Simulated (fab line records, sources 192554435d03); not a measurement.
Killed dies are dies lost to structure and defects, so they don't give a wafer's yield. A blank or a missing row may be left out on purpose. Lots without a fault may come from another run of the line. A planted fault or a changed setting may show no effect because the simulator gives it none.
Split-lot experiment | flow n5_finfet | 7 lots, 21 wafers read, on a route of 1938 steps

THE SPLIT
At N5_WELL_APT_COAT_02 (resist thk 950 nm), the setting spin_rpm was moved away from the recipe's 1357 rpm on 7 of the 21 wafers read, by -6.5% to +5.2%. The other wafers ran this setting at the recipe's value.

The reading is taken at the split's own step.

THE READING
coat_of_WELL_APT_COAT_02.thk_nm (the simulator's own value, which no gauge read), in nm, at N5_WELL_APT_COAT_02 (resist thk 950 nm). The file gives no usual value for it. The 14 wafers here that ran the recipe average 951.7 nm, standard deviation 2 nm.

wafer  | tool, chamber at the split | spin_rpm as run, rpm | against the recipe | coat_of_WELL_APT_COAT_02.thk_nm, nm | against lot-mates on the recipe
L075.2 | litho_track-03, 0          | 1357                 | recipe             | 953                                 | -
L075.3 | litho_track-03, 0          | 1357                 | recipe             | 953.3                               | -
L075.4 | litho_track-03, 0          | 1357                 | recipe             | 953.6                               | -
L077.4 | litho_track-03, 0          | 1357                 | recipe             | 948.5                               | -
L077.5 | litho_track-03, 0          | 1357                 | recipe             | 950.7                               | -
L077.6 | litho_track-03, 0          | 1357                 | recipe             | 951.2                               | -
L079.4 | litho_track-05, 0          | 1357                 | recipe             | 950.8                               | -
L079.5 | litho_track-05, 0          | 1357                 | recipe             | 953.5                               | -
L079.6 | litho_track-05, 0          | 1357                 | recipe             | 952.3                               | -
L085.2 | litho_track-05, 0          | 1357                 | recipe             | 953.2                               | -
L085.4 | litho_track-05, 0          | 1357                 | recipe             | 951.4                               | -
L085.6 | litho_track-05, 0          | 1357                 | recipe             | 953.7                               | -
L086.2 | litho_track-04, 0          | 1269                 | -6.5%              | 985.4                               | +33.1
L086.4 | litho_track-04, 0          | 1269                 | -6.5%              | 987.2                               | +34.9
L086.5 | litho_track-04, 0          | 1357                 | recipe             | 952.3                               | -
L088.2 | litho_track-04, 0          | 1273                 | -6.2%              | 979.5                               | no lot-mate on the recipe
L088.5 | litho_track-04, 0          | 1273                 | -6.2%              | 981.2                               | no lot-mate on the recipe
L088.6 | litho_track-04, 0          | 1273                 | -6.2%              | 982                                 | no lot-mate on the recipe
L097.1 | litho_track-03, 0          | 1427                 | +5.2%              | 923.9                               | -23.0
L097.3 | litho_track-03, 0          | 1357                 | recipe             | 946.9                               | -
L097.6 | litho_track-03, 0          | 1427                 | +5.2%              | 924.9                               | -22.0

THE FIT
A straight line over all 21 wafers: coat_of_WELL_APT_COAT_02.thk_nm changes by -5.06 nm for each +1% of spin_rpm; r = -0.99; the points scatter about the line by 2.1 nm.
The same after taking each lot's own level away (the mean of its wafers on the recipe; 18 wafers): -4.89 nm for each +1%; r = -1.00; scatter 1.4 nm.
On that fit, the largest move of spin_rpm shifts the reading by 32 nm.
The lots' own levels span 946.90 to 953.30 nm, that is 3.3 times the standard deviation above.
So the lot-to-lot level changes the slope little: the two slopes agree.
Check: with one of the wafers moved furthest among these (-6.5%) left out of the fit, the line predicts +31.8 nm for it against its lot-mates. It came out at +33.1 nm against them.

OTHER SPLITS ON THESE WAFERS
These wafers also went through other splits before the reading. Each is held against what the fit with the lots' levels taken away leaves over:
other split on the same wafers  | wafers away from the commonest value | r with coat_of_WELL_APT_COAT_02.thk_nm (lot level and that fit taken away)
N5_ZERO_LAYER_EXPOSE_08 dose_mj | 7                                    | +0.65

THE FILE'S OWN FIT
coat_of_WELL_APT_COAT_02.thk_nm changes by -4.9 nm for each +1% of spin_rpm, r = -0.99.
